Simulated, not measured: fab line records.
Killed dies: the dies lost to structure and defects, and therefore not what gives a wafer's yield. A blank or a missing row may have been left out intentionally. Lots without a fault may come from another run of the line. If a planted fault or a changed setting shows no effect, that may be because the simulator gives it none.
Chamber matching | flow nand harc | rie si-05 running NHARC_P_ZERO_WELL_ETCH_63: 4 sister chambers
The step etches the open film in HBr/Cl2, target depth 120 nm, time 40.1 s. 4 wafers are shown with their chamber, then 7 later ones without.

== WAFERS PAIRED WITH THEIR CHAMBERS ==
wafer  | chamber | he backside leak sccm (sccm)
L750.1 | 0       | 3.06
L751.6 | 2       | 2.41
L753.1 | 3       | 2.75
L753.2 | 1       | 2.41

== WAFERS WITHOUT THEIR CHAMBER ==
wafer  | he backside leak sccm (sccm)
L753.3 | 2.25
L759.2 | 2.89
L759.3 | 2.37
L759.5 | 2.69
L761.2 | 2.56
L761.4 | 2.89
L761.5 | 2.93

== CHAMBER TAKEN BY EACH ==
wafer  | from the rows above          | in truth
L753.3 | can't be placed: 1 or 2      | 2
L759.2 | can't be placed: 3 or 0      | 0
L759.3 | can't be placed: 1 or 2      | 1
L759.5 | can't be placed: 3 or 1 or 2 | 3
L761.2 | can't be placed: 1 or 2 or 3 | 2
L761.4 | can't be placed: 3 or 0      | 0
L761.5 | can't be placed: 0 or 3      | 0
0 of 7 placed correctly. Can't be placed from these rows: 7 (the true chamber is among the candidates in 7). Placed wrongly: 0.
How it was worked out, from the rows above alone: a wafer's distance from a chamber is the root of the sum, over the readings, of the square of ((its reading less the chamber's mean) divided by the reading's scatter). The wafer belongs to the nearest chamber; if the next one is less than 2 further off, it can't be placed. For every chamber, the mean is computed from those of its wafers that are shown. The scatter: with one shown wafer a chamber, the root of the mean of the squares of how far each hidden wafer lies from its nearest shown one.
